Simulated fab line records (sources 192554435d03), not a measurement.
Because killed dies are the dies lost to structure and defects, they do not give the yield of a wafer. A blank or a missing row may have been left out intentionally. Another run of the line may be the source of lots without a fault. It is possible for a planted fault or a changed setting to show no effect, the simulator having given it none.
Comparing a struck lot with a sound one	flow n5Finfet	44 steps out of a route of 1938
Sound: wafers L238.1, L238.4, L238.5. Wafers L245.1, L245.2, L245.4 were the ones struck. The cause comes at the end.
Order at every step that has rows: each side's tool, ch and its chambers, its first start. Under that, the readings that differ: sound wafers	struck wafers	difference of the means	sigmas: that difference in standard deviations of wafers without a fault.
alike: same words and numbers on both sides, and readings whose means sit less than 2 such deviations apart. not compared: any withheld reading, any reading some wafer has no value for, any bound like >300 that may hide the same value, and any number with overlapping values for which the record gives no deviation.
A row with sigmas, a row that says differs or no value, or rows on one side alone: a step with any of these is where the two part. Numbers that don't overlap but have no deviation are shown without sigmas and don't part them. Lack of a reading on every wafer of one side parts them only where that side has two or more wafers.

first, 11 steps without rows for these wafers: N5_BEOL_M2_DESCUM_33 (chemistry O2, time 7 s); N5_BEOL_M2_ETCH_77 (etches underlayer in N2/H2, target depth 6.5 nm, time 5.2 s); N5_BEOL_M2_ETCH_69 (etches SiARC in CF4, target depth 15.6 nm, time 26 s); N5_BEOL_M2_ALD_98 (deposits SiO2, target thk 2.5 nm, pulse time 1 s, co reactant pulse time 1 s); N5_BEOL_M2_ETCHBACK_99 (etches SiO2 in CHF3, target depth 5 nm, time 10.4 s); N5_BEOL_M2_ETCH_70 (etches SOC in N2/H2, target depth 80 nm, overetch 24 nm, time 130 s); N5_BEOL_M2_STRIP_71 (strips in N2/H2); N5_BEOL_M2_STRIP_78 (strips in N2/H2); N5_BEOL_M2_VIA_ETCH_34 (etches the open film in C4F6/O2, target depth 69.4 nm, time 65.9 s); N5_BEOL_M2_STRIP_83 (strips in C4F6/O2); N5_BEOL_M2_STRIP_36 (strips in N2/H2).
N5_BEOL_M2_TRENCH_ETCH_37: etches SiOC in C4F6/O2, target depth 55.555 nm, time 29.2 s.
  sound on rieDiel-05 ch 0,2,3, day 11 05:51; struck on rieDiel-05 ch 0,2,3, day 12 22:53
reading	sound	struck	difference	sigmas
model.etch.depthNm (nm)	55.26 55.35 55.2	73.19 73.18 72.41	+17.66	
model.BEOL_M2.featureDepthNm (nm)	55.2 55.4 55.2	73.2 73.2 72.4	+17.7	
model.TiN_of_BEOL_M2_HM_DEP_02.thkNm (nm)	17.6 17.6 17.6	17 17.4 17.2	+0	
  alike: chamberPressureMTorr, drypumpMotorCurrentA, oesProductAu, rfVppV, showerheadPlenumPTorr, throttleValvePct
  not compared: rfHoursCounterH
then, 2 steps without rows for these wafers: N5_BEOL_M2_ETCH_41 (etches SiCN in CH3F/O2, target depth 29.9 nm, time 52.5 s); N5_BEOL_M2_STRIP_97 (strips in N2/H2, time 10 s).
N5_BEOL_M2_OCD_MEAS_38:
  struck on ocd-01, day 12 23:02; sound on ocd-02, day 11 06:00
reading	sound	struck	difference	sigmas
trenchDepthNm (nm)	55.5 55.3 54.9	73.6 73.0 72.2	+17.7	+26
then, 25 steps without rows for these wafers: N5_BEOL_M2_HM_STRIP_39 (strips TiN in peroxide tin strip, target depth 25 nm, time 158 s); N5_BEOL_M2_SRD_40 (time 30 s); N5_BEOL_M2_PRECLEAN_42 (cleans in residue remover, time 60 s); N5_BEOL_M2_SRD_43 (time 30 s); N5_BEOL_M2_DEGAS_44 (time 60 s); N5_BEOL_M2_PRE_CLEAN_45 (time 30 s); N5_BEOL_M2_ALD_84 (deposits TaN, pulse time 2 s, purge time 3 s, co reactant purge time 2 s); N5_BEOL_M2_SURFACE_TREAT_85; N5_BEOL_M2_CVD_47 (deposits Co from CCTBA/H2, target thk 3 nm, time 223.8 s); N5_BEOL_M2_SPUTTER_48 (material Cu, target thk 4.5 nm, time 8.29 s); N5_BEOL_M2_ANNEAL_49 (time 240 s); N5_BEOL_M2_SPUTTER_79 (material Cu, target thk 4.5 nm, time 8.29 s); N5_BEOL_M2_ANNEAL_80 (time 240 s); N5_BEOL_M2_SPUTTER_81 (material Cu, target thk 4.5 nm, time 8.29 s); N5_BEOL_M2_ANNEAL_82 (time 240 s); N5_BEOL_M2_SPUTTER_86 (material Cu, target thk 4.5 nm, time 8.29 s); N5_BEOL_M2_ANNEAL_87 (time 240 s); N5_BEOL_M2_SPUTTER_88 (material Cu, target thk 4.5 nm, time 8.29 s); N5_BEOL_M2_ANNEAL_89 (time 240 s); N5_BEOL_M2_SPUTTER_90 (material Cu, target thk 4.5 nm, time 8.29 s); N5_BEOL_M2_ANNEAL_91 (time 240 s); N5_BEOL_M2_SPUTTER_92 (material Cu, target thk 4.5 nm, time 8.29 s); N5_BEOL_M2_ANNEAL_93 (time 240 s); N5_BEOL_M2_SPUTTER_94 (material Cu, target thk 4.5 nm, time 8.29 s); N5_BEOL_M2_ANNEAL_95 (time 240 s).
N5_BEOL_M2_CMP_52: polishes, stops on SiOC, t overpolish 6.8 s, target thk 40 nm.
  sound on cmp-02 ch 0,2,3, day 11 09:28; struck on cmp-02 ch 0,1,2, day 13 02:25
reading	sound	struck	difference	sigmas
model.Cu_of_BEOL_M2_ECD_50.thkNm (nm)	39 40.2 39.4	58.6 59.4 57.2	+18.9	
  alike: barrierFieldEndpointS, motorCurrentA, overpolishRunS, timeToEndpointS
N5_BEOL_M2_THK_MEAS_53: measures by xrf.
  struck on filmMetro-01, day 13 02:43; sound on filmMetro-02, day 11 09:46
reading	sound	struck	difference	sigmas
M2_THK (nm)	39.2 40.3 39.4	59.4 59.9 58.1	+19.5	+15
N5_BEOL_M2_RS_MEAS_58: a four-point-probe measurement.
  struck on filmMetro-02, day 13 02:58; sound on filmMetro-02, day 11 10:02
reading	sound	struck	difference	sigmas
M2_RS (ohm/sq)	0.689 0.663 0.681	0.414 0.408 0.426	-0.262	-10
N5_BEOL_M4_RC_MEAS_101:
  sound on prober-01 ch 0, day 13 07:44; struck on prober-01 ch 0, day 14 15:13
reading	sound	struck	difference	sigmas
SERP_M2 (ohm/um)	197 194 202	128 128 137	-67	-6
SERP_M2_max_site (ohm/um)	216 199 212	132 138 150	-69	-5
  alike: DIBL_N, DIBL_P, IOFF_N, IOFF_P, ION_N, ION_P, SS_N, SS_P, VT_N, VT_P

== WHERE THEY PART ==
First at N5_BEOL_M2_OCD_MEAS_38; last, within this record, at N5_BEOL_M4_RC_MEAS_101.

WHY: what had been put in by the simulator
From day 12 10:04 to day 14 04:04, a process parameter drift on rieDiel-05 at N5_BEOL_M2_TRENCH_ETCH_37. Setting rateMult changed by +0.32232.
